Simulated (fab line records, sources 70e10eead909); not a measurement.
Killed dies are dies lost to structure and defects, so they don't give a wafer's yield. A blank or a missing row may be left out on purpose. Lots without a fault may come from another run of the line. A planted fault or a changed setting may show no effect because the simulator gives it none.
Which tool did it? | flow nand_harc | 24 lots, 72 wafers sampled, at 6 steps of a route of 1302

WHAT THE GAUGES READ, wafer by wafer
The record holds no reading of a measuring or inspecting step that can be judged against a usual standard deviation.

WHICH TOOL RAN EACH LOT (tool, then ch and the chambers of the sampled wafers, then the start)
lot  | NHARC_A_STAIRCASE_TRIM_14      | NHARC_A_STAIRCASE_ETCH_21      | NHARC_A_STAIRCASE_ETCH_23      | NHARC_A_STAIRCASE_TRIM_189     | NHARC_A_STAIRCASE_ETCH_190     | NHARC_A_STAIRCASE_ETCH_221
L074 | rie_diel-09 ch 0,2, no start   | rie_diel-09 ch 0,1,2, no start | rie_diel-09 ch 0,2, no start   | rie_diel-01 ch 1,3, no start   | rie_diel-01 ch 0,1, no start   | rie_diel-09 ch 1,3, no start
L075 | rie_diel-09 ch 0,1,2, no start | rie_diel-01 ch 2,3, no start   | rie_diel-01 ch 2,3, no start   | rie_diel-06 ch 0,1,2, no start | rie_diel-06 ch 1,3, no start   | rie_diel-09 ch 0,1,3, no start
L078 | rie_diel-06 ch 0,2,3, no start | rie_diel-09 ch 1,2,3, no start | rie_diel-09 ch 1,3, no start   | rie_diel-06 ch 0,1,3, no start | rie_diel-06 ch 0,2,3, no start | rie_diel-06 ch 0,1,3, no start
L077 | rie_diel-06 ch 0,2,3, no start | rie_diel-06 ch 1,2, no start   | rie_diel-06 ch 0,2, no start   | rie_diel-06 ch 1,3, no start   | rie_diel-06 ch 0,1, no start   | rie_diel-01 ch 1,2,3, no start
L076 | rie_diel-06 ch 0,1, no start   | rie_diel-06 ch 0,1, no start   | rie_diel-06 ch 0,1,2, no start | rie_diel-09 ch 1,2,3, no start | rie_diel-09 ch 1,2, no start   | rie_diel-09 ch 1,2, no start
L079 | rie_diel-01 ch 0,2, no start   | rie_diel-01 ch 0,2,3, no start | rie_diel-01 ch 0,3, no start   | rie_diel-06 ch 0,1, no start   | rie_diel-06 ch 2,3, no start   | rie_diel-01 ch 0,2, no start
L080 | rie_diel-01 ch 0,1,3, no start | rie_diel-01 ch 1,2,3, no start | rie_diel-01 ch 0,1,2, no start | rie_diel-06 ch 1,2, no start   | rie_diel-06 ch 0,3, no start   | rie_diel-09 ch 0,1,2, no start
L081 | rie_diel-01 ch 1,2,3, no start | rie_diel-01 ch 0,1, no start   | rie_diel-01 ch 0,1, no start   | rie_diel-01 ch 0,1,2, no start | rie_diel-01 ch 1,2,3, no start | rie_diel-06 ch 0,1,3, no start
L082 | rie_diel-01 ch 0,2,3, no start | rie_diel-01 ch 0,1, no start   | rie_diel-01 ch 0,1,2, no start | rie_diel-01 ch 0,2,3, no start | rie_diel-01 ch 2,3, no start   | rie_diel-01 ch 2,3, no start
L083 | rie_diel-06 ch 0,2,3, no start | rie_diel-06 ch 0,2,3, no start | rie_diel-06 ch 0,2,3, no start | rie_diel-06 ch 0,3, no start   | rie_diel-06 ch 0,1, no start   | rie_diel-01 ch 1,2,3, no start
L085 | rie_diel-01 ch 0,1, no start   | rie_diel-01 ch 0,2, no start   | rie_diel-01 ch 0,1,2, no start | rie_diel-06 ch 1,3, no start   | rie_diel-06 ch 1,2, no start   | rie_diel-01 ch 0,1,3, no start
L084 | rie_diel-09 ch 1,2,3, no start | rie_diel-09 ch 1,2,3, no start | rie_diel-09 ch 1,2,3, no start | rie_diel-01 ch 0,1,2, no start | rie_diel-01 ch 2,3, no start   | rie_diel-06 ch 0,1, no start
L087 | rie_diel-09 ch 1,2,3, no start | rie_diel-06 ch 1,2,3, no start | rie_diel-06 ch 1,2,3, no start | rie_diel-01 ch 0,1,3, no start | rie_diel-01 ch 1,2,3, no start | rie_diel-09 ch 0,2,3, no start
L086 | rie_diel-01 ch 1,2,3, no start | rie_diel-09 ch 2,3, no start   | rie_diel-09 ch 1,2,3, no start | rie_diel-06 ch 1,2,3, no start | rie_diel-06 ch 0,1,3, no start | rie_diel-01 ch 0,2,3, no start
L089 | rie_diel-01 ch 1,2, no start   | rie_diel-01 ch 0,2,3, no start | rie_diel-01 ch 0,1,2, no start | rie_diel-09 ch 1,2,3, no start | rie_diel-09 ch 1,2, no start   | rie_diel-09 ch 1,2,3, no start
L088 | rie_diel-06 ch 0,2,3, no start | rie_diel-06 ch 0,2,3, no start | rie_diel-06 ch 0,1,3, no start | rie_diel-06 ch 0,1,3, no start | rie_diel-06 ch 0,1,3, no start | rie_diel-01 ch 0,1,2, no start
L090 | rie_diel-06 ch 0,2,3, no start | rie_diel-09 ch 0,1,3, no start | rie_diel-09 ch 0,1,2, no start | rie_diel-09 ch 0,1,2, no start | rie_diel-09 ch 0,1,2, no start | rie_diel-09 ch 0,1,2, no start
L091 | rie_diel-01 ch 0,1,3, no start | rie_diel-01 ch 0,2,3, no start | rie_diel-01 ch 1,2,3, no start | rie_diel-01 ch 0,2,3, no start | rie_diel-01 ch 1,2,3, no start | rie_diel-06 ch 1,2, no start
L092 | rie_diel-01 ch 1,3, no start   | rie_diel-09 ch 1,2,3, no start | rie_diel-09 ch 0,1, no start   | rie_diel-01 ch 0,2,3, no start | rie_diel-01 ch 1,2, no start   | rie_diel-01 ch 1,3, no start
L093 | rie_diel-01 ch 0,1,2, no start | rie_diel-01 ch 0,1,3, no start | rie_diel-01 ch 1,3, no start   | rie_diel-06 ch 0,1,2, no start | rie_diel-06 ch 0,1,3, no start | rie_diel-01 ch 0,1,3, no start
L095 | rie_diel-06 ch 0,1,3, no start | rie_diel-06 ch 0,2,3, no start | rie_diel-06 ch 0,1,3, no start | rie_diel-01 ch 0,2,3, no start | rie_diel-01 ch 0,1,3, no start | rie_diel-06 ch 0,1,2, no start
L094 | rie_diel-01 ch 0,1, no start   | rie_diel-01 ch 1,2, no start   | rie_diel-01 ch 0,1,2, no start | rie_diel-06 ch 0,2, no start   | rie_diel-06 ch 1,2, no start   | rie_diel-09 ch 2,3, no start
L096 | rie_diel-09 ch 0,1,3, no start | rie_diel-01 ch 0,1,2, no start | rie_diel-01 ch 0,2, no start   | rie_diel-06 ch 0,3, no start   | rie_diel-06 ch 0,1,2, no start | rie_diel-01 ch 0,3, no start
L097 | rie_diel-01 ch 0,1,3, no start | rie_diel-01 ch 2,3, no start   | rie_diel-01 ch 0,1,3, no start | rie_diel-09 ch 0,2, no start   | rie_diel-09 ch 1,2, no start   | rie_diel-09 ch 2,3, no start
- NHARC_A_STAIRCASE_TRIM_14: chemistry O2, time 211.2 s.
- NHARC_A_STAIRCASE_ETCH_21: etches the open film in C4F8/O2, target depth 100 nm, time 40.5 s.
- NHARC_A_STAIRCASE_ETCH_23: etches the open film in C4F8/O2, target depth 100 nm, time 40.5 s.
- NHARC_A_STAIRCASE_TRIM_189: chemistry O2, time 211.2 s.
- NHARC_A_STAIRCASE_ETCH_190: etches the open film in C4F8/O2, target depth 100 nm, time 40.5 s.
- NHARC_A_STAIRCASE_ETCH_221: etches the open film in C4F8/O2, target depth 100 nm, time 40.5 s.

WHAT THE TOOLS THEMSELVES READ (means of the sampled wafers that have a number; where no wafer has one, the mark that the record gives instead)
NHARC_A_STAIRCASE_TRIM_14. Usual: drypump_motor_current_A 5.6 A, standard deviation 0.4; oes_product_au 1.000 a.u., standard deviation 0.0068; rf_vpp_V 57.5 V, standard deviation 0.85; showerhead_plenum_p_Torr 3.46 Torr, standard deviation 0.1; throttle_valve_pct 17.037 %, standard deviation 0.0084.
lot  | tool        | drypump_motor_current_A (A) | oes_product_au (a.u.) | rf_vpp_V (V) | showerhead_plenum_p_Torr (Torr) | throttle_valve_pct (%) | flag
L074 | rie_diel-09 | 5.8                         | 0.987                 | 57.5         | 3.49                            | 17.030                 |
L075 | rie_diel-09 | 5.9                         | 0.997                 | 57.9         | 3.44                            | 17.041                 |
L078 | rie_diel-06 | 5.6                         | 1.000                 | 57.3         | 3.47                            | 17.031                 |
L077 | rie_diel-06 | 5.5                         | 0.998                 | 57.4         | 3.47                            | 17.033                 |
L076 | rie_diel-06 | 5.8                         | 1.006                 | 57.5         | 3.57                            | 17.046                 |
L079 | rie_diel-01 | 5.8                         | 0.999                 | 57.5         | 3.38                            | 17.044                 |
L080 | rie_diel-01 | 5.3                         | 1.004                 | 57.8         | 3.47                            | 17.036                 |
L081 | rie_diel-01 | 5.3                         | 0.996                 | 58.8         | 3.42                            | 17.037                 |
L082 | rie_diel-01 | 5.6                         | 1.002                 | 56.9         | 3.38                            | 17.033                 |
L083 | rie_diel-06 | 5.6                         | 0.997                 | 56.6         | 3.46                            | 17.034                 |
L085 | rie_diel-01 | 5.1                         | 1.002                 | 57.6         | 3.55                            | 17.035                 |
L084 | rie_diel-09 | 6.0                         | 0.999                 | 57.4         | 3.50                            | 17.039                 |
L087 | rie_diel-09 | 5.9                         | 0.998                 | 57.3         | 3.49                            | 17.045                 |
L086 | rie_diel-01 | 5.3                         | 1.007                 | 56.9         | 3.42                            | 17.040                 |
L089 | rie_diel-01 | 5.5                         | 0.995                 | 57.2         | 3.41                            | 17.033                 |
L088 | rie_diel-06 | 5.6                         | 1.005                 | 57.9         | 3.45                            | 17.032                 |
L090 | rie_diel-06 | 5.6                         | 1.006                 | 56.7         | 3.45                            | 17.040                 |
L091 | rie_diel-01 | 5.3                         | 1.007                 | 57.9         | 3.46                            | 17.039                 |
L092 | rie_diel-01 | 5.1                         | 1.005                 | 58.0         | 3.41                            | 17.038                 |
L093 | rie_diel-01 | 5.5                         | 0.994                 | 58.0         | 3.45                            | 17.034                 |
L095 | rie_diel-06 | 5.8                         | 1.003                 | 57.5         | 3.46                            | 17.041                 |
L094 | rie_diel-01 | 5.1                         | 1.001                 | 57.5         | 3.53                            | 17.041                 |
L096 | rie_diel-09 | 5.9                         | 0.995                 | 57.4         | 3.42                            | 17.038                 |
L097 | rie_diel-01 | 5.2                         | 1.005                 | 57.1         | 3.44                            | 17.037                 |

NHARC_A_STAIRCASE_ETCH_21. Usual: oes_product_au 0.947 a.u., standard deviation 0.013; rf_vpp_V 893 V, standard deviation 4.
lot  | tool        | oes_product_au (a.u.) | rf_vpp_V (V) | flag
L074 | rie_diel-09 | 0.936                 | 893          |
L075 | rie_diel-01 | 0.931                 | 889          |
L078 | rie_diel-09 | 0.940                 | 895          |
L077 | rie_diel-06 | 0.939                 | 899          |
L076 | rie_diel-06 | 0.944                 | 896          |
L079 | rie_diel-01 | 0.945                 | 891          |
L080 | rie_diel-01 | 0.946                 | 893          |
L081 | rie_diel-01 | 0.949                 | 897          |
L082 | rie_diel-01 | 0.949                 | 897          |
L083 | rie_diel-06 | 0.943                 | 894          |
L085 | rie_diel-01 | 0.943                 | 891          |
L084 | rie_diel-09 | 0.934                 | 895          |
L087 | rie_diel-06 | 0.968                 | 895          |
L086 | rie_diel-09 | 0.959                 | 897          |
L089 | rie_diel-01 | 0.947                 | 891          |
L088 | rie_diel-06 | 0.936                 | 894          |
L090 | rie_diel-09 | 0.948                 | 892          |
L091 | rie_diel-01 | 0.945                 | 890          |
L092 | rie_diel-09 | 0.968                 | 895          |
L093 | rie_diel-01 | 0.950                 | 893          |
L095 | rie_diel-06 | 0.956                 | 894          |
L094 | rie_diel-01 | 0.954                 | 895          |
L096 | rie_diel-01 | 0.965                 | 894          |
L097 | rie_diel-01 | 0.944                 | 888          |

NHARC_A_STAIRCASE_ETCH_23. Usual: oes_product_au 0.942 a.u., standard deviation 0.0099; rf_vpp_V 893 V, standard deviation 3.9.
lot  | tool        | oes_product_au (a.u.) | rf_vpp_V (V) | flag
L074 | rie_diel-09 | 0.935                 | 895          |
L075 | rie_diel-01 | 0.944                 | 889          |
L078 | rie_diel-09 | 0.927                 | 896          |
L077 | rie_diel-06 | 0.933                 | 895          |
L076 | rie_diel-06 | 0.929                 | 897          |
L079 | rie_diel-01 | 0.937                 | 892          |
L080 | rie_diel-01 | 0.944                 | 894          |
L081 | rie_diel-01 | 0.949                 | 895          |
L082 | rie_diel-01 | 0.950                 | 893          |
L083 | rie_diel-06 | 0.950                 | 893          |
L085 | rie_diel-01 | 0.941                 | 893          |
L084 | rie_diel-09 | 0.934                 | 896          |
L087 | rie_diel-06 | 0.954                 | 895          |
L086 | rie_diel-09 | 0.947                 | 894          |
L089 | rie_diel-01 | 0.938                 | 892          |
L088 | rie_diel-06 | 0.944                 | 893          |
L090 | rie_diel-09 | 0.941                 | 891          |
L091 | rie_diel-01 | 0.943                 | 892          |
L092 | rie_diel-09 | 0.948                 | 889          |
L093 | rie_diel-01 | 0.940                 | 892          |
L095 | rie_diel-06 | 0.949                 | 894          |
L094 | rie_diel-01 | 0.949                 | 893          |
L096 | rie_diel-01 | 0.951                 | 890          |
L097 | rie_diel-01 | 0.949                 | 893          |

NHARC_A_STAIRCASE_TRIM_189. Usual: drypump_motor_current_A 5.6 A, standard deviation 0.38; oes_product_au 1.002 a.u., standard deviation 0.008; rf_vpp_V 57.7 V, standard deviation 0.81; showerhead_plenum_p_Torr 3.47 Torr, standard deviation 0.1; throttle_valve_pct 17.036 %, standard deviation 0.0083.
lot  | tool        | drypump_motor_current_A (A) | oes_product_au (a.u.) | rf_vpp_V (V) | showerhead_plenum_p_Torr (Torr) | throttle_valve_pct (%) | flag
L074 | rie_diel-01 | 5.0                         | 0.997                 | 57.4         | 3.53                            | 17.039                 |
L075 | rie_diel-06 | 5.6                         | 1.010                 | 57.5         | 3.56                            | 17.034                 |
L078 | rie_diel-06 | 5.8                         | 1.011                 | 57.1         | 3.49                            | 17.049                 |
L077 | rie_diel-06 | 5.9                         | 0.996                 | 57.6         | 3.47                            | 17.039                 |
L076 | rie_diel-09 | 5.9                         | 0.994                 | 57.9         | 3.51                            | 17.043                 |
L079 | rie_diel-06 | 5.8                         | 1.008                 | 58.1         | 3.52                            | 17.036                 |
L080 | rie_diel-06 | 5.5                         | 1.001                 | 58.3         | 3.59                            | 17.038                 |
L081 | rie_diel-01 | 5.5                         | 1.003                 | 58.2         | 3.46                            | 17.036                 |
L082 | rie_diel-01 | 5.6                         | 0.996                 | 57.0         | 3.38                            | 17.036                 |
L083 | rie_diel-06 | 5.8                         | 1.006                 | 57.7         | 3.43                            | 17.036                 |
L085 | rie_diel-06 | 5.9                         | 0.995                 | 57.9         | 3.46                            | 17.039                 |
L084 | rie_diel-01 | 5.4                         | 1.000                 | 57.0         | 3.46                            | 17.040                 |
L087 | rie_diel-01 | 5.3                         | 0.999                 | 58.2         | 3.46                            | 17.042                 |
L086 | rie_diel-06 | 5.6                         | 1.000                 | 57.7         | 3.51                            | 17.047                 |
L089 | rie_diel-09 | 5.9                         | 0.997                 | 57.6         | 3.49                            | 17.040                 |
L088 | rie_diel-06 | 5.8                         | 1.012                 | 57.4         | 3.47                            | 17.040                 |
L090 | rie_diel-09 | 5.9                         | 1.008                 | 58.7         | 3.41                            | 17.034                 |
L091 | rie_diel-01 | 5.6                         | 1.003                 | 57.4         | 3.37                            | 17.034                 |
L092 | rie_diel-01 | 5.6                         | 1.000                 | 57.7         | 3.36                            | 17.034                 |
L093 | rie_diel-06 | 5.5                         | 1.007                 | 58.1         | 3.52                            | 17.032                 |
L095 | rie_diel-01 | 5.7                         | 1.003                 | 56.9         | 3.36                            | 17.046                 |
L094 | rie_diel-06 | 5.5                         | 1.003                 | 58.4         | 3.47                            | 17.044                 |
L096 | rie_diel-06 | 5.9                         | 0.998                 | 57.9         | 3.39                            | 17.040                 |
L097 | rie_diel-09 | 5.7                         | 0.998                 | 57.0         | 3.39                            | 17.036                 |

NHARC_A_STAIRCASE_ETCH_190. Usual: oes_product_au 0.944 a.u., standard deviation 0.0098; rf_vpp_V 893 V, standard deviation 3.9.
lot  | tool        | oes_product_au (a.u.) | rf_vpp_V (V) | flag
L074 | rie_diel-01 | 0.933                 | 896          |
L075 | rie_diel-06 | 0.940                 | 894          |
L078 | rie_diel-06 | 0.941                 | 894          |
L077 | rie_diel-06 | 0.943                 | 897          |
L076 | rie_diel-09 | 0.924                 | 893          |
L079 | rie_diel-06 | 0.958                 | 893          |
L080 | rie_diel-06 | 0.952                 | 892          |
L081 | rie_diel-01 | 0.948                 | 893          |
L082 | rie_diel-01 | 0.941                 | 888          |
L083 | rie_diel-06 | 0.950                 | 897          |
L085 | rie_diel-06 | 0.938                 | 896          |
L084 | rie_diel-01 | 0.932                 | 889          |
L087 | rie_diel-01 | 0.940                 | 892          |
L086 | rie_diel-06 | 0.951                 | 894          |
L089 | rie_diel-09 | 0.941                 | 895          |
L088 | rie_diel-06 | 0.954                 | 894          |
L090 | rie_diel-09 | 0.936                 | 892          |
L091 | rie_diel-01 | 0.940                 | 891          |
L092 | rie_diel-01 | 0.950                 | 891          |
L093 | rie_diel-06 | 0.954                 | 894          |
L095 | rie_diel-01 | 0.955                 | 893          |
L094 | rie_diel-06 | 0.938                 | 898          |
L096 | rie_diel-06 | 0.954                 | 895          |
L097 | rie_diel-09 | 0.937                 | 891          |

NHARC_A_STAIRCASE_ETCH_221. Usual: oes_product_au 0.939 a.u., standard deviation 0.014; rf_vpp_V 893 V, standard deviation 4.
lot  | tool        | oes_product_au (a.u.) | rf_vpp_V (V) | flag
L074 | rie_diel-09 | 0.916                 | 897          |
L075 | rie_diel-09 | 0.931                 | 893          |
L078 | rie_diel-06 | 0.926                 | 896          |
L077 | rie_diel-01 | 0.958                 | 892          |
L076 | rie_diel-09 | 0.941                 | 894          |
L079 | rie_diel-01 | 0.947                 | 892          |
L080 | rie_diel-09 | 0.914                 | 891          |
L081 | rie_diel-06 | 0.961                 | 895          |
L082 | rie_diel-01 | 0.926                 | 889          |
L083 | rie_diel-01 | 0.927                 | 893          |
L085 | rie_diel-01 | 0.937                 | 892          |
L084 | rie_diel-06 | 0.931                 | 897          |
L087 | rie_diel-09 | 0.928                 | 894          |
L086 | rie_diel-01 | 0.953                 | 889          |
L089 | rie_diel-09 | 0.950                 | 895          |
L088 | rie_diel-01 | 0.948                 | 893          |
L090 | rie_diel-09 | 0.934                 | 891          |
L091 | rie_diel-06 | 0.937                 | 896          |
L092 | rie_diel-01 | 0.938                 | 895          |
L093 | rie_diel-01 | 0.927                 | 892          |
L095 | rie_diel-06 | 0.950                 | 896          |
L094 | rie_diel-09 | 0.955                 | 895          |
L096 | rie_diel-01 | 0.944                 | 892          |
L097 | rie_diel-09 | 0.955                 | 896          |

THE ANSWER, worked out from the rows above alone
Rule: a lot is off if the mean of its wafers that have a number lies more than 3 standard deviations from the usual mean. A lot without any number at a reading at which 4 lots or more have one is off too. The other lots that the step has rows for count as sound. The gauges are gone through in route order, then the tools' own readings, and for those a lot's mean is taken as printed above. The first step at which some lot is off is used, and at that step the reading that is off furthest; a lot without a number counts as furthest.
No lot is off at any reading shown: from this, nothing can be told.

WHAT THE SIMULATOR HAD PUT IN
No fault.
